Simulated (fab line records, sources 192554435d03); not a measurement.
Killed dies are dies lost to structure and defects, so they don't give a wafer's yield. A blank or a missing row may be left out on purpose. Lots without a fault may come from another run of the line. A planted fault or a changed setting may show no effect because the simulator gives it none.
fab line records | flow n5_finfet | part 2 of 2: steps 5 to 6 of 6
record lots=24 wafers=72 last_day=18
route steps=1938 shown BEOL_M13@1672 BEOL_M14@1761 BEOL_M15@1824
lots that met no fault: from a run of the same line without faults
start_h: hours from the record's first day to the start of the lot's first wafer shown | wait_h: hours since the lot's step before | " the same as in the row above | L1.1+2: a row that stands for several wafers | - no value, or no start given | * or withheld: withheld | < > ~ a bound
route shown NAME@n: a module of which the file shows steps, and the number in the route of the first | usual: mean/standard deviation of fault-free wafers | same: alike in all rows | chamber/n: place in a boat | sites: the reading at each site | _std_site: their standard deviation | _edge_site: outer sites' mean less inner sites' | radius_mm: how far each site lies from the wafer's centre | mask NAME#n: copy n | behind: the tool/chamber that last shaped the wafer | hold: why the lot was held/for how many hours/how that ended | device: the transistor (n, p or np) that didn't switch | end of line: the same wafers' tests at the end of the route | a step without rows: its recipe alone | killed: dies lost to structure and defects at the first sort, not the wafer's yield | map: a wafer's dies, x killed, . not, _ none there
set.NAME: the setting as run; set.NAME@STEP: as run at that earlier step | model.NAME: the simulator's own value behind a step, which no gauge read
steps of the route over a sample of lots; a table a step, a row a wafer
services: from which hour (start_h, from the record's first day; less than 0 if before it) a tool's chamber was out of use, for how many hours, and why
## steps
# step N5_BEOL_M14_PRE_CLEAN_42
# recipe gas=H2/He time_s=30 temp_c=300
# usual heater_power_w=463/59
# columns lot.wafer tool chamber start_h wait_h heater_power_w
L074.1 pvd_sputter-02 - 258.98 0.0 555
L074.4 " - " " 565
L074.6 " - " " 564
L075.2 pvd_sputter-01 - 268.76 0.0 463
L075.3 " - " " 497
L075.6 " - " " 491
L078.2 pvd_sputter-03 - 282.21 0.0 515
L078.3 " - " " 422
L078.5 " - " " 366
L076.1 pvd_sputter-03 - 286.91 0.0 364
L076.3 " - " " 408
L076.6 " - " " 441
L081.1 pvd_sputter-01 - 300.15 0.0 499
L081.2 " - " " 488
L081.4 " - " " 424
L079.1 pvd_sputter-02 - 303.82 0.0 439
L079.5 " - " " 457
L079.6 " - " " 430
L080.1 pvd_sputter-02 - 304.14 0.0 432
L080.3 " - " " 551
L080.5 " - " " 446
L077.2 pvd_sputter-02 - 304.50 0.0 545
L077.4 " - " " 560
L077.6 " - " " 424
L082.2 pvd_sputter-03 - 307.96 0.0 439
L082.3 " - " " 363
L082.4 " - " " 530
L083.1 pvd_sputter-03 - 312.17 0.0 512
L083.5 " - " " 437
L083.6 " - " " 369
L084.3 pvd_sputter-02 - 313.98 0.0 558
L084.4 " - " " 431
L084.6 " - " " 566
L085.1 pvd_sputter-01 - 319.94 0.0 474
L085.3 " - " " 416
L085.5 " - " " 515
L087.2 pvd_sputter-02 - 326.82 0.0 412
L087.5 " - " " 451
L087.6 " - " " 554
L086.1 pvd_sputter-03 - 327.12 0.0 416
L086.3 " - " " 438
L086.6 " - " " 414
L088.1 pvd_sputter-03 - 348.69 0.0 528
L088.4 " - " " 415
L088.5 " - " " 407
L089.1 pvd_sputter-01 - 354.27 0.0 437
L089.4 " - " " 494
L089.6 " - " " 525
L091.2 pvd_sputter-02 - 356.93 0.0 557
L091.3 " - " " 416
L091.5 " - " " 427
L090.3 pvd_sputter-03 - 368.26 0.0 405
L090.4 " - " " 447
L090.6 " - " " 357
L093.3 pvd_sputter-03 - 369.32 0.0 411
L093.5 " - " " 430
L093.6 " - " " 364
L092.1 pvd_sputter-03 - 369.92 0.0 413
L092.2 " - " " 523
L092.5 " - " " 381
L094.2 pvd_sputter-01 - 372.36 0.0 522
L094.3 " - " " 423
L094.6 " - " " 454
L095.2 pvd_sputter-01 - 398.71 0.0 473
L095.5 " - " " 509
L095.6 " - " " 442
L097.2 pvd_sputter-02 - 401.66 0.0 554
L097.3 " - " " 569
L097.6 " - " " 557
L096.4 pvd_sputter-01 - 401.99 0.0 424
L096.5 " - " " 489
L096.6 " - " " 464
# step N5_BEOL_M15_CMP_49
# recipe stop_on=SiO2 t_overpolish_s=4.9 down_force_psi=2 platen_rpm=80 clearing_platen_down_force_psi=2 clearing_platen_rpm=80 post_cmp_clean=cu_alkaline target_thk_nm=850 clearing_platen_pad_velocity_m_s=1.5917 pad_velocity_m_s=1.5917
# usual barrier_field_endpoint_s=11.5/0.34 edge_zone_pressure_frac=1.000/0.0049 motor_current_A=7.9/0.98 overpolish_run_s=4.900/0.009 slurry_filter_dp_kPa=13.49/0.15
# columns lot.wafer tool chamber start_h wait_h barrier_field_endpoint_s edge_zone_pressure_frac motor_current_A overpolish_run_s slurry_filter_dp_kPa
L074.1 cmp-03 3 269.17 0.3 11.9 1.006 8.3 4.911 13.17
L074.4 " 0 " " 11.5 1.000 8.7 4.912 13.39
L074.6 " 2 " " 12.0 0.995 9.9 4.886 13.49
L075.3 cmp-04 0 275.85 0.2 11.2 1.002 6.7 4.901 13.40
L075.2 " 1 " " 10.6 1.001 8.8 4.906 13.65
L075.6 " 2 " " 11.4 1.007 8.4 4.902 13.47
L078.3 cmp-04 1 291.28 0.2 10.8 1.005 8.6 4.892 13.79
L078.2 " 3 " " 10.8 0.999 8.5 4.913 13.59
L078.5 " 0 " " 11.8 1.005 6.8 4.898 13.63
L076.1 cmp-03 0 294.76 0.3 11.4 0.998 8.7 4.902 13.38
L076.3 " 1 " " 11.6 0.998 7.0 4.898 13.61
L076.6 " 2 " " 11.6 1.010 9.1 4.886 13.34
L081.1 cmp-03 0 306.32 0.7 11.5 0.997 8.6 4.897 13.36
L081.4 " 1 " " 11.3 1.005 6.7 4.900 13.41
L081.2 " 3 " " 11.7 0.998 8.5 4.900 13.57
L079.1 cmp-03 1 310.17 0.3 11.0 1.001 7.0 4.897 13.46
L079.5 " 0 " " 11.3 0.998 8.8 4.893 13.67
L079.6 " 1 " " 11.4 0.997 6.5 4.879 13.49
L080.3 cmp-01 3 311.17 0.2 11.4 0.997 7.6 4.885 13.14
L080.1 " 1 " " 11.5 1.008 8.1 4.891 13.51
L080.5 " 3 " " 11.3 0.996 8.0 4.917 13.57
L077.2 cmp-01 1 311.43 0.5 11.4 0.995 8.0 4.910 13.40
L077.4 " 2 " " 11.6 1.004 6.3 4.908 13.16
L077.6 " 3 " " 11.6 0.999 8.0 4.909 13.58
L082.3 cmp-03 2 316.30 0.2 11.8 0.998 9.6 4.889 13.45
L082.4 " 3 " " 11.9 1.007 8.6 4.914 13.38
L082.2 " 0 " " 11.0 1.009 8.3 4.903 13.41
L083.1 cmp-04 3 319.41 0.3 11.4 1.002 8.5 4.873 13.70
L083.6 " 3 " " 11.2 0.995 8.7 4.907 13.60
L083.5 " 0 " " 11.8 1.000 6.3 4.898 13.63
L084.4 cmp-03 0 319.68 0.1 10.9 0.998 8.7 4.905 13.68
L084.3 " 2 " " 11.5 0.997 9.4 4.910 13.66
L084.6 " 1 " " 11.3 0.996 7.2 4.893 13.36
L085.3 cmp-04 0 328.93 0.2 11.9 1.006 6.7 4.887 13.44
L085.1 " 1 " " 11.4 0.993 8.8 4.902 13.48
L085.5 " 0 " " 11.6 0.994 6.7 4.905 13.36
L087.2 cmp-03 2 336.13 0.2 11.7 0.990 9.8 4.893 13.16
L087.5 " 2 " " 11.6 0.997 9.9 4.893 13.26
L087.6 " 3 " " 11.9 1.001 8.0 4.906 13.71
L086.3 cmp-01 1 336.40 0.2 11.6 1.005 8.3 4.912 13.45
L086.1 " 3 " " 11.6 0.992 8.1 4.922 13.32
L086.6 " 2 " " 11.8 1.001 6.0 4.907 13.44
L088.4 cmp-01 0 354.77 0.3 11.4 1.000 8.0 4.911 13.63
L088.1 " 2 " " 11.9 1.005 6.3 4.909 13.59
L088.5 " 3 " " 11.7 1.005 7.6 4.917 13.47
L089.4 cmp-01 1 360.80 0.2 11.3 1.005 8.1 4.914 13.61
L089.1 " 3 " " 11.4 0.990 7.6 4.896 13.37
L089.6 " 1 " " 11.7 1.007 8.0 4.904 13.50
L091.2 cmp-01 0 364.47 0.2 11.4 0.995 8.5 4.902 13.76
L091.3 " 1 " " 11.8 0.994 8.3 4.905 13.64
L091.5 " 0 " " 11.6 0.999 8.1 4.880 13.61
L090.3 cmp-03 3 374.04 0.2 11.2 0.998 8.5 4.886 13.54
L090.4 " 1 " " 10.7 0.998 6.9 4.898 13.59
L090.6 " 2 " " 10.8 1.000 10.0 4.903 13.45
L093.3 cmp-01 2 377.68 0.3 11.5 1.000 6.2 4.904 13.60
L093.6 " 3 " " 11.3 0.999 8.3 4.892 13.60
L093.5 " 0 " " 10.9 1.004 8.1 4.899 13.48
L092.2 cmp-01 0 379.39 0.3 11.8 1.001 8.1 4.908 13.47
L092.1 " 1 " " 11.7 1.005 7.9 4.899 13.83
L092.5 " 0 " " 11.3 1.002 7.9 4.892 13.36
L094.2 cmp-01 3 379.76 0.3 11.6 0.989 8.0 4.888 13.36
L094.3 " 0 " " 11.4 0.997 8.2 4.898 13.42
L094.6 " 1 " " 11.7 1.006 8.2 4.897 13.50
L095.2 cmp-01 1 405.82 0.3 11.7 0.994 7.9 4.901 13.19
L095.6 " 3 " " 11.8 1.001 7.7 4.908 13.39
L095.5 " 0 " " 11.3 1.010 8.3 4.908 13.44
L097.3 cmp-04 0 407.46 0.2 11.6 1.005 6.7 4.892 13.55
L097.2 " 3 " " 11.1 0.991 8.2 4.906 13.45
L097.6 " 0 " " 11.8 1.004 6.3 4.891 13.40
L096.4 cmp-01 1 417.76 0.1 11.6 1.000 7.7 4.905 13.59
L096.5 " 1 " " 11.5 1.005 7.7 4.898 13.42
L096.6 " 2 " " 11.7 0.994 6.0 4.894 13.45
## services
# columns tool chamber start_h hours kind
cmp-01 - 228.38 0.4 repair
plasma_asher-01 - 228.72 2.8 pm
plasma_asher-02 - 238.28 2.5 repair
plasma_asher-01 - 244.26 1.2 repair
cmp-01 - 251.56 4.0 pm
plasma_asher-02 - 252.61 1.0 repair
rie_diel-03 3 256.81 3.9 repair
cmp-01 - 260.01 6.3 pm
plasma_asher-01 - 280.75 11.9 repair
cmp-04 - 306.07 0.5 repair
cmp-03 - 311.23 4.0 pm
cmp-03 - 337.01 3.0 pm
pvd_sputter-02 - 339.91 4.3 repair
rie_diel-01 0 339.95 5.7 repair
cmp-03 - 353.25 6.8 pm
rie_diel-01 - 359.56 0.5 repair
cmp-03 - 360.92 2.5 repair
cmp-03 - 366.71 1.0 repair
cmp-03 - 367.73 0.4 repair
plasma_asher-01 - 370.38 3.3 repair
pvd_sputter-03 - 380.55 4.1 repair
rie_diel-01 - 382.50 0.2 repair
rie_diel-05 0 385.16 3.4 repair
cmp-03 - 400.77 1.5 repair
